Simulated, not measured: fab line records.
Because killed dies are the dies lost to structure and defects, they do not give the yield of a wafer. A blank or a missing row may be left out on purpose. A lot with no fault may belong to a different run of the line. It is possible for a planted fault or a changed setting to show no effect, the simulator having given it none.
Code-filled problem report in 8D (eight disciplines) form || flow nand-harc || the parts of the form that need people (team, actions taken, sign-off) are left out

1. THE ISSUE
On 2 wafers of 1 lot, run-length-s at NHARC_A_M1_ETCH_35 has a mean of 52.2 s; fault-free wafers read 65.4 s, standard deviation 0.39. Relative to the usual mean, that is a shift of -34 standard deviations.
The step: etches the open film in N2/H2, target depth 40 nm, overetch 12 nm, time 43.94 s.
Earliest sighting: wafer L596.3 on rie-diel-09 at day 21 14:44. The record has a number at this step for 36 wafers belonging to 12 lots. The rule behind "out" and "out of limits": a value lying over 4 standard deviations away from the usual mean. Any other wafer with a number is counted as sound.

2. WHAT IT IS; WHAT IT IS NOT
{"question": "which readings at this step", "is": "run-length-s", "is not": "drypump-motor-current-A, oes-product-au, rf-vpp-V, showerhead-plenum-p-Torr"}
{"question": "which lots", "is": "L596", "is not": "L582, L583, L584, L586, L588, L594, L597, L598, L600, L602, L604"}
{"question": "which wafers of those lots", "is": "L596.3, L596.6", "is not": "L596.1"}
{"question": "read on which tools", "is": "rie-diel-09", "is not": "rie-diel-05, rie-diel-10"}
{"question": "when", "is": "from day 21 14:44", "is not": "up to then (19 sound wafers); but 15 sound wafers of L597, L598, L600, L602, L604 came after"}

3. SUSPECTS, AND WHAT RULES EACH OUT
Counting: if a tool at a process step up to the reading ran every lot that is out, it stays a suspect. Sound lots after the first of them don't rule it out here, since some wafers of a struck lot are sound.
- cmp-01 at NHARC_A_M0_CMP_23 (polishes, t overpolish 20 s, target thk 113.75 nm): kept. It ran the lot that is out, L596 (day 21 12:31); its last sound lot up to then is L584 (day 18 06:44).
- pecvd-01 at NHARC_A_M0_PRE_CLEAN_31 (time 12 s): kept. It ran the lot that is out, L596 (day 21 13:16); its last sound lot up to then is L594 (day 20 18:02).
- rie-diel-09 at NHARC_A_M1_ETCH_35 (etches the open film in N2/H2, target depth 40 nm, overetch 12 nm, time 43.94 s): kept. It ran the lot that is out, L596 (day 21 14:44); its last sound lot up to then is L594 (day 20 19:32). Its own readings are out on those wafers: run-length-s.
- Within cmp-01 at NHARC_A_M0_CMP_23: the wafers that are out ran in chambers 1, 3; their sound lot-mates ran in chamber 2.
- At NHARC_A_M1_ETCH_35 on rie-diel-09, chamber 3 took the sound wafers of the same lots and chamber 0 took the wafers that are out.
After the count, these remain: cmp-01 at NHARC_A_M0_CMP_23, pecvd-01 at NHARC_A_M0_PRE_CLEAN_31 and rie-diel-09 at NHARC_A_M1_ETCH_35.

4. THE CAUSE (what the simulator had put in)
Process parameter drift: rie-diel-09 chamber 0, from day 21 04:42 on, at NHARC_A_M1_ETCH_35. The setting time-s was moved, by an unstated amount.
This tool is one of the 3 suspects left after counting.

5. THE EFFECT CHAIN, in route order
One row per reading whose mean, taken over the struck wafers that have a number, lies over 3 standard deviations from the usual. Readings are gone through only where the record gives a usual standard deviation; hours: the median, over the lots, of the time from a lot's start at the first step in this table giving one to that lot's start at this step; sigmas: the change measured in usual standard deviations.
{"hours": 0, "step": "NHARC_A_M1_ETCH_35", "reading": "run-length-s", "usual": "65.4 s", "on struck wafers": 52.2, "change": -13.2, "sigmas": -34}
Process steps it contains:
- NHARC_A_M1_ETCH_35: etches the open film in N2/H2, target depth 40 nm, overetch 12 nm, time 43.94 s.
Later steps that measure or inspect, where all struck wafers having a row at the step show a number for every such reading and not one has moved that far: NHARC_END_SORT_01.

6. WHAT WOULD HAVE CAUGHT IT SOONER
10 hours passed between the start of the fault at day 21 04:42 and the first reading out of limits in this record, taken at day 21 14:44.
